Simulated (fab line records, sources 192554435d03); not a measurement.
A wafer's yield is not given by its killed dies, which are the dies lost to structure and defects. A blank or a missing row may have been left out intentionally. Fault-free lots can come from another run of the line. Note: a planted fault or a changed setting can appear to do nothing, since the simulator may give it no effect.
What tool caused it? | flow n5-finfet | 24 lots with 72 wafers sampled at 5 steps, on a route of 1938 steps

WHAT THE GAUGES READ, wafer by wafer
N5_BEOL_M7_CD_MEAS_18: pitch 80 nm, target cd 40 nm.
lot  | measured     | on        | cd-nm (nm)
L074 | day 9 23:59  | cd-sem-01 | 39.6 40.4 39.8
L075 | day 10 04:06 | cd-sem-02 | 38.9 39.8 39.2
L076 | day 10 10:40 | cd-sem-02 | 40.4 39.6 39.7
L078 | day 11 01:26 | cd-sem-01 | 40.1 41.0 41.0
L077 | day 11 10:07 | cd-sem-01 | 40.0 40.0 39.1
L079 | day 12 01:35 | cd-sem-03 | 39.7 39.2 39.5
L080 | day 12 01:46 | cd-sem-02 | 39.9 39.9 39.9
L081 | day 12 06:10 | cd-sem-02 | 39.9 40.9 40.4
L082 | day 12 10:08 | cd-sem-01 | 40.0 39.6 39.2
L083 | day 13 13:11 | cd-sem-02 | 38.8 39.3 38.8
L084 | day 14 02:07 | cd-sem-02 | 39.3 40.2 38.6
L085 | day 14 04:55 | cd-sem-01 | 39.3 40.8 39.7
L086 | day 14 10:31 | cd-sem-02 | 39.7 40.3 40.4
L088 | day 14 10:41 | cd-sem-02 | 40.5 39.5 40.6
L087 | day 14 15:41 | cd-sem-03 | 39.2 39.9 39.2
L089 | day 14 19:31 | cd-sem-02 | 40.9 40.6 40.7
L090 | day 15 00:10 | cd-sem-01 | 39.6 40.6 40.1
L092 | day 15 01:13 | cd-sem-01 | 40.8 39.5 40.8
L094 | day 15 10:17 | cd-sem-01 | 40.4 39.9 40.6
L091 | day 15 11:43 | cd-sem-01 | 40.5 40.8 40.9
L095 | day 15 15:40 | cd-sem-03 | 39.4 39.1 39.5
L096 | day 15 22:38 | cd-sem-03 | 39.8 41.1 39.3
L093 | day 15 22:49 | cd-sem-01 | 39.6 39.5 39.9
L097 | day 17 03:01 | cd-sem-01 | 40.2 38.2 39.2

EACH LOT AND THE TOOL THAT RAN IT (in order: tool; ch and the chambers of the sampled wafers; start)
lot  | N5_BEOL_M6_STRIP_36                | N5_BEOL_M6_DEP_56               | N5_BEOL_M7_HM_DEP_02         | N5_BEOL_M7_STRIP_19
L074 | rie-diel-06 ch 0,1,3, day 9 19:18  | pecvd-04 ch 0,1, day 9 21:29    | pvd-sputter-02, day 9 22:47  | rie-diel-02 ch 2,3, day 9 23:55
L075 | rie-diel-04 ch 1,2, day 9 22:13    | pecvd-02 ch 1, day 10 00:43     | pvd-sputter-03, day 10 02:54 | rie-diel-02 ch 0,1, day 10 04:02
L076 | rie-diel-04 ch 1,2,3, day 10 03:31 | pecvd-01 ch 0,2, day 10 08:00   | pvd-sputter-03, day 10 09:37 | rie-diel-02 ch 0,1,3, day 10 10:35
L078 | rie-diel-01 ch 1,2, day 10 18:26   | pecvd-02 ch 1, day 10 21:52     | pvd-sputter-02, day 11 00:11 | rie-diel-05 ch 1,2,3, day 11 01:22
L077 | rie-diel-06 ch 1,2,3, day 11 04:00 | pecvd-04 ch 0,1,2, day 11 06:42 | pvd-sputter-01, day 11 08:49 | rie-diel-02 ch 2,3, day 11 10:02
L079 | rie-diel-04 ch 0,2,3, day 11 20:20 | pecvd-01 ch 0,1,2, day 11 23:42 | pvd-sputter-02, day 12 00:31 | rie-diel-02 ch 0,1,2, day 12 01:31
L080 | rie-diel-01 ch 0,2,3, day 11 20:44 | pecvd-04 ch 1,2, day 11 23:55   | pvd-sputter-02, day 12 00:43 | rie-diel-03 ch 0,2,3, day 12 01:42
L081 | rie-diel-04 ch 0,1,3, day 12 00:13 | pecvd-02 ch 0,1,2, day 12 04:16 | pvd-sputter-02, day 12 05:04 | rie-diel-02 ch 0,2,3, day 12 06:06
L082 | rie-diel-04 ch 0,2,3, day 12 04:55 | pecvd-02 ch 0,2, day 12 07:18   | pvd-sputter-03, day 12 08:57 | rie-diel-05 ch 1,2, day 12 10:03
L083 | rie-diel-06 ch 1,2,3, day 13 06:07 | pecvd-01 ch 0,1,2, day 13 09:50 | pvd-sputter-01, day 13 12:07 | rie-diel-02 ch 1,2, day 13 13:07
L084 | rie-diel-06 ch 0,1, day 13 18:08   | pecvd-02 ch 1,2, day 13 22:27   | pvd-sputter-03, day 14 00:48 | rie-diel-05 ch 1,2, day 14 02:02
L085 | rie-diel-06 ch 0,1, day 13 21:58   | pecvd-02 ch 1,2, day 14 01:42   | pvd-sputter-03, day 14 03:58 | rie-diel-03 ch 0,2, day 14 04:50
L086 | rie-diel-06 ch 0,2, day 14 04:01   | pecvd-01 ch 1,2, day 14 07:17   | pvd-sputter-01, day 14 09:26 | rie-diel-03 ch 2,3, day 14 10:27
L088 | rie-diel-01 ch 0,2, day 14 04:34   | pecvd-02 ch 0,1,2, day 14 07:22 | pvd-sputter-01, day 14 09:32 | rie-diel-05 ch 0,1,2, day 14 10:37
L087 | rie-diel-06 ch 2,3, day 14 09:28   | pecvd-01 ch 0,2, day 14 12:10   | pvd-sputter-03, day 14 14:38 | rie-diel-03 ch 0,3, day 14 15:37
L089 | rie-diel-06 ch 0,3, day 14 13:51   | pecvd-04 ch 0,2, day 14 17:46   | pvd-sputter-02, day 14 18:35 | rie-diel-05 ch 0,3, day 14 19:26
L090 | rie-diel-04 ch 2,3, day 14 14:04   | pecvd-04 ch 0,1,2, day 14 19:01 | pvd-sputter-03, day 14 23:14 | rie-diel-02 ch 0,3, day 15 00:05
L092 | rie-diel-04 ch 0,1, day 14 17:29   | pecvd-01 ch 0,1,2, day 14 21:46 | pvd-sputter-01, day 14 23:53 | rie-diel-03 ch 1,3, day 15 01:08
L094 | rie-diel-06 ch 1,2,3, day 15 04:01 | pecvd-01 ch 0,1,2, day 15 07:17 | pvd-sputter-03, day 15 09:13 | rie-diel-03 ch 0,1,3, day 15 10:13
L091 | rie-diel-01 ch 0,1,3, day 15 06:08 | pecvd-02 ch 0,1, day 15 09:43   | pvd-sputter-03, day 15 10:37 | rie-diel-02 ch 0,2,3, day 15 11:38
L095 | rie-diel-04 ch 1,3, day 15 10:01   | pecvd-02 ch 0,1,2, day 15 12:27 | pvd-sputter-01, day 15 14:29 | rie-diel-05 ch 0,1,3, day 15 15:35
L096 | rie-diel-06 ch 0,2,3, day 15 14:13 | pecvd-02 ch 0,2, day 15 17:36   | pvd-sputter-03, day 15 21:28 | rie-diel-03 ch 1,2, day 15 22:34
L093 | rie-diel-04 ch 0,1,3, day 15 14:33 | pecvd-02 ch 1,2, day 15 18:20   | pvd-sputter-01, day 15 21:39 | rie-diel-05 ch 2,3, day 15 22:44
L097 | rie-diel-06 ch 0,2,3, day 16 22:17 | pecvd-01 ch 0,2, day 17 01:01   | pvd-sputter-01, day 17 01:56 | rie-diel-02 ch 0,1,2, day 17 02:56
- N5_BEOL_M6_STRIP_36: strips in N2/H2.
- N5_BEOL_M6_DEP_56: deposits SiCN from 3MS/NH3, target thk 10 nm, time 17.5 s.
- N5_BEOL_M7_HM_DEP_02: deposits TiN, target thk 20 nm.
- N5_BEOL_M7_STRIP_19: strips in O2.

WHAT THE TOOLS THEMSELVES READ (means of the sampled wafers that have a number; where no wafer has one, the mark that the record gives instead)
N5_BEOL_M6_STRIP_36.
lot  | tool        | drypump-motor-current-A (A) | oes-product-au (a.u.) | rf-vpp-V (V) | showerhead-plenum-p-Torr (Torr) | throttle-valve-pct (%)
L074 | rie-diel-06 | 5.2                         | 0.81                  | 59.2         | 2.51                            | 23.2
L075 | rie-diel-04 | 6.1                         | 0.72                  | 58.9         | 2.58                            | 23.8
L076 | rie-diel-04 | 5.9                         | 0.77                  | 60.1         | 2.56                            | 23.5
L078 | rie-diel-01 | 5.5                         | 0.74                  | 58.6         | 2.63                            | 23.6
L077 | rie-diel-06 | 5.4                         | 0.81                  | 58.8         | 2.52                            | 23.4
L079 | rie-diel-04 | 5.8                         | 0.81                  | 59.5         | 2.55                            | 23.4
L080 | rie-diel-01 | 5.7                         | 0.83                  | 59.4         | 2.64                            | 23.2
L081 | rie-diel-04 | 5.9                         | 0.82                  | 58.2         | 2.59                            | 23.4
L082 | rie-diel-04 | 5.8                         | 0.81                  | 59.8         | 2.55                            | 23.4
L083 | rie-diel-06 | 5.4                         | 0.79                  | 57.6         | 2.51                            | 23.4
L084 | rie-diel-06 | 5.3                         | 0.83                  | 58.9         | 2.55                            | 23.0
L085 | rie-diel-06 | 5.3                         | 0.83                  | 59.7         | 2.55                            | 23.0
L086 | rie-diel-06 | 5.3                         | 0.88                  | 58.4         | 2.57                            | 22.9
L088 | rie-diel-01 | 5.9                         | 0.81                  | 60.5         | 2.68                            | 23.2
L087 | rie-diel-06 | 5.4                         | 0.91                  | 59.6         | 2.63                            | 23.3
L089 | rie-diel-06 | 5.1                         | 0.90                  | 60.2         | 2.60                            | 22.8
L090 | rie-diel-04 | 5.8                         | 0.74                  | 58.6         | 2.51                            | 23.5
L092 | rie-diel-04 | 6.2                         | 0.81                  | 61.0         | 2.58                            | 23.5
L094 | rie-diel-06 | 5.4                         | 0.85                  | 59.1         | 2.61                            | 23.4
L091 | rie-diel-01 | 5.5                         | 0.88                  | 59.1         | 2.61                            | 23.3
L095 | rie-diel-04 | 5.7                         | 0.78                  | 58.7         | 2.57                            | 23.3
L096 | rie-diel-06 | 5.2                         | 0.88                  | 58.5         | 2.61                            | 23.1
L093 | rie-diel-04 | 6.0                         | 0.79                  | 58.9         | 2.57                            | 23.4
L097 | rie-diel-06 | 5.2                         | 0.87                  | 59.9         | 2.61                            | 23.1

N5_BEOL_M6_DEP_56.
lot  | tool     | chamber-pressure-Torr (Torr) | showerhead-plenum-p-Torr (Torr) | throttle-valve-pct (%)
L074 | pecvd-04 | 3.006                        | 3.659                           | 9.6
L075 | pecvd-02 | 3.004                        | 3.657                           | 9.2
L076 | pecvd-01 | 3.004                        | 3.662                           | 9.2
L078 | pecvd-02 | 2.998                        | 3.660                           | 9.0
L077 | pecvd-04 | 2.998                        | 3.652                           | 9.1
L079 | pecvd-01 | 2.998                        | 3.660                           | 9.1
L080 | pecvd-04 | 2.999                        | 3.656                           | 9.5
L081 | pecvd-02 | 3.003                        | 3.668                           | 9.1
L082 | pecvd-02 | 3.007                        | 3.658                           | 8.8
L083 | pecvd-01 | 2.998                        | 3.663                           | 9.1
L084 | pecvd-02 | 3.004                        | 3.656                           | 8.6
L085 | pecvd-02 | 3.003                        | 3.654                           | 8.7
L086 | pecvd-01 | 2.997                        | 3.665                           | 9.0
L088 | pecvd-02 | 2.998                        | 3.665                           | 9.2
L087 | pecvd-01 | 3.002                        | 3.655                           | 9.1
L089 | pecvd-04 | 2.991                        | 3.656                           | 9.1
L090 | pecvd-04 | 2.999                        | 3.659                           | 9.2
L092 | pecvd-01 | 3.000                        | 3.662                           | 9.1
L094 | pecvd-01 | 3.005                        | 3.660                           | 9.0
L091 | pecvd-02 | 3.003                        | 3.667                           | 9.3
L095 | pecvd-02 | 3.002                        | 3.661                           | 9.1
L096 | pecvd-02 | 2.999                        | 3.665                           | 8.8
L093 | pecvd-02 | 3.013                        | 3.657                           | 8.9
L097 | pecvd-01 | 3.000                        | 3.655                           | 9.1

N5_BEOL_M7_HM_DEP_02.
lot  | tool           | throttle-valve-pct (%)
L074 | pvd-sputter-02 | 29.3
L075 | pvd-sputter-03 | 29.6
L076 | pvd-sputter-03 | 29.9
L078 | pvd-sputter-02 | 29.5
L077 | pvd-sputter-01 | 29.7
L079 | pvd-sputter-02 | 29.6
L080 | pvd-sputter-02 | 29.6
L081 | pvd-sputter-02 | 29.7
L082 | pvd-sputter-03 | 30.1
L083 | pvd-sputter-01 | 29.3
L084 | pvd-sputter-03 | 29.7
L085 | pvd-sputter-03 | 29.5
L086 | pvd-sputter-01 | 29.8
L088 | pvd-sputter-01 | 29.9
L087 | pvd-sputter-03 | 29.5
L089 | pvd-sputter-02 | 29.8
L090 | pvd-sputter-03 | 29.6
L092 | pvd-sputter-01 | 29.8
L094 | pvd-sputter-03 | 29.4
L091 | pvd-sputter-03 | 29.5
L095 | pvd-sputter-01 | 29.7
L096 | pvd-sputter-03 | 29.8
L093 | pvd-sputter-01 | 30.0
L097 | pvd-sputter-01 | 29.9

N5_BEOL_M7_STRIP_19.
lot  | tool        | drypump-motor-current-A (A) | oes-product-au (a.u.) | rf-vpp-V (V) | showerhead-plenum-p-Torr (Torr) | throttle-valve-pct (%)
L074 | rie-diel-02 | 5.7                         | 0.73                  | 3.5          | 2.12                            | 16.63
L075 | rie-diel-02 | 6.0                         | 0.74                  | 3.4          | 2.07                            | 16.72
L076 | rie-diel-02 | 5.8                         | 0.72                  | 3.8          | 2.06                            | 16.70
L078 | rie-diel-05 | 5.3                         | 0.85                  | 3.8          | 2.20                            | 16.53
L077 | rie-diel-02 | 5.7                         | 0.71                  | 3.8          | 2.11                            | 16.68
L079 | rie-diel-02 | 5.6                         | 0.82                  | 4.5          | 2.11                            | 16.50
L080 | rie-diel-03 | 5.3                         | 0.84                  | 3.1          | 2.13                            | 16.42
L081 | rie-diel-02 | 5.5                         | 0.79                  | 3.7          | 2.10                            | 16.48
L082 | rie-diel-05 | 5.5                         | 0.92                  | 3.6          | 2.24                            | 16.46
L083 | rie-diel-02 | 5.9                         | 0.71                  | 3.5          | 2.12                            | 16.73
L084 | rie-diel-05 | 5.5                         | 0.85                  | 3.3          | 2.22                            | 16.45
L085 | rie-diel-03 | 5.5                         | 0.85                  | 3.6          | 2.13                            | 16.37
L086 | rie-diel-03 | 5.3                         | 0.82                  | 3.4          | 2.11                            | 16.36
L088 | rie-diel-05 | 5.5                         | 0.88                  | 3.4          | 2.17                            | 16.55
L087 | rie-diel-03 | 5.1                         | 0.75                  | 3.6          | 2.11                            | 16.55
L089 | rie-diel-05 | 5.4                         | 0.91                  | 3.8          | 2.09                            | 16.57
L090 | rie-diel-02 | 5.7                         | 0.77                  | 2.9          | 2.04                            | 16.54
L092 | rie-diel-03 | 5.9                         | 0.84                  | 3.4          | 2.06                            | 16.27
L094 | rie-diel-03 | 5.6                         | 0.78                  | 4.3          | 2.09                            | 16.47
L091 | rie-diel-02 | 5.5                         | 0.76                  | 4.6          | 2.10                            | 16.51
L095 | rie-diel-05 | 5.3                         | 0.88                  | 3.3          | 2.13                            | 16.49
L096 | rie-diel-03 | 5.9                         | 0.90                  | 3.3          | 2.09                            | 16.20
L093 | rie-diel-05 | 5.4                         | 0.92                  | 3.1          | 2.21                            | 16.47
L097 | rie-diel-02 | 5.7                         | 0.77                  | 3.2          | 2.10                            | 16.57

THE ANSWER, worked out from the rows above alone
Rule: usual is defined by the lots themselves. Put in order of their means at a reading, lots are off if they are a third of the lots or fewer, leave a main group of 4 or more, and stand apart from it by a gap of 3 or more times the standard deviation of the main group's means; of several such gaps the widest counts. If all means in a main group match to the digits the tables above print for the reading, that group is not used. A lot without any number at a reading at which 4 lots or more have one is off too. Where the step has rows for the other lots, those lots are counted as sound. Order of review: gauges by route order, followed by the tools' own readings, for which a lot's mean as printed above is used. At the first step where some lot is off, the reading lying furthest off is the one used; lots without a number count as furthest.
Across all readings shown, no lot is off: no conclusion can be drawn from this.

WHAT THE SIMULATOR HAD INSERTED
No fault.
